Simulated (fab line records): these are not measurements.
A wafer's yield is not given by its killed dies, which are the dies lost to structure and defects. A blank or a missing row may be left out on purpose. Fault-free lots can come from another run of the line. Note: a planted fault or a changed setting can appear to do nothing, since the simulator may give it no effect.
Chamber matching | flow nand harc | cmp-02 running NHARC_P_CONTACT_CMP_24: 4 sister chambers
The step polishes, t overpolish 30 s, target thk 200 nm. 27 wafers are shown with their chamber, then 12 later ones without.

WAFERS WITH THEIR CHAMBER
wafer  | chamber | motor current A (A) | time to endpoint s (s) | overpolish run s (s)
L074.1 | 0       | 13.2                | 35.0                   | 29.991
L074.2 | 1       | 12.9                | 37.0                   | 29.997
L074.5 | 3       | 11.1                | 37.4                   | 30.000
L077.2 | 3       | 11.5                | 37.3                   | 30.007
L077.4 | 0       | 12.6                | 36.1                   | 29.991
L077.6 | 2       | 11.1                | 34.4                   | 30.010
L080.3 | 0       | 12.6                | 41.5                   | 30.010
L080.4 | 3       | 11.2                | 41.9                   | 29.984
L080.5 | 1       | 13.2                | 39.1                   | 30.004
L082.1 | 1       | 13.3                | 38.2                   | 30.005
L082.5 | 3       | 10.6                | 42.2                   | 29.997
L082.6 | 0       | 12.8                | 41.3                   | 29.995
L084.1 | 1       | 13.0                | 38.3                   | 29.993
L084.3 | 0       | 12.9                | 42.2                   | 29.989
L084.4 | 3       | 11.2                | 42.8                   | 29.996
L088.3 | 2       | 10.6                | 38.6                   | 30.007
L088.5 | 3       | 10.9                | 37.2                   | 29.996
L088.6 | 2       | 11.0                | 35.7                   | 29.974
L086.1 | 1       | 12.3                | 37.1                   | 30.013
L086.2 | 2       | 10.6                | 41.0                   | 30.000
L086.3 | 3       | 11.0                | 43.2                   | 30.000
L091.1 | 1       | 13.0                | 40.5                   | 29.991
L091.3 | 3       | 11.0                | 42.3                   | 29.992
L091.5 | 1       | 12.7                | 40.3                   | 30.015
L093.1 | 2       | 10.6                | 38.7                   | 30.008
L093.2 | 1       | 13.0                | 38.2                   | 30.007
L093.6 | 3       | 10.7                | 40.7                   | 30.004

SIGNATURES, as means of the wafers listed above
reading            | chamber 0 | chamber 1 | chamber 2 | chamber 3 | scatter within a chamber
motor current A    | 12.820    | 12.925    | 10.780    | 11.022    | 0.277
time to endpoint s | 39.220    | 38.587    | 37.680    | 40.556    | 2.44
overpolish run s   | 29.99520  | 30.00313  | 29.99980  | 29.99733  | 0.00953
Rule: for each reading, subtract the chamber's mean from the wafer's reading, divide by that reading's scatter and square the result; add these up over the readings and take the root, which gives the wafer's distance from the chamber. The wafer belongs to the nearest chamber; if the next one is less than 2 further off, it can't be placed. The scatter is the square root of a quotient: the sum, over the shown wafers, of each reading's squared deviation from its chamber's mean, divided by wafers minus chambers.

WAFERS WITH NO CHAMBER GIVEN
wafer  | motor current A (A) | time to endpoint s (s) | overpolish run s (s)
L092.2 | 11.2                | 42.1                   | 30.021
L092.5 | 10.9                | 42.8                   | 30.003
L092.6 | 10.5                | 43.0                   | 30.010
L094.3 | 12.6                | 43.1                   | 30.017
L094.4 | 12.4                | 41.0                   | 30.003
L094.6 | 13.0                | 42.4                   | 29.996
L096.2 | 13.2                | 41.5                   | 29.997
L096.3 | 12.5                | 41.2                   | 30.007
L096.4 | 10.8                | 41.1                   | 30.004
L097.1 | 13.1                | 42.5                   | 29.986
L097.4 | 11.2                | 40.6                   | 30.012
L097.5 | 11.1                | 39.3                   | 29.982

EACH ONE'S CHAMBER
wafer  | from the rows above     | in truth
L092.2 | can't be placed: 3 or 2 | 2
L092.5 | can't be placed: 3 or 2 | 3
L092.6 | can't be placed: 3 or 2 | 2
L094.3 | can't be placed: 1 or 0 | 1
L094.4 | can't be placed: 0 or 1 | 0
L094.6 | can't be placed: 0 or 1 | 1
L096.2 | can't be placed: 0 or 1 | 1
L096.3 | can't be placed: 0 or 1 | 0
L096.4 | can't be placed: 3 or 2 | 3
L097.1 | can't be placed: 0 or 1 | 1
L097.4 | can't be placed: 3 or 2 | 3
L097.5 | can't be placed: 3 or 2 | 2
Correctly placed: 0 of 12. Unplaceable from these rows: 12, with the true chamber sitting among the candidates in 12. 0 placed wrongly.
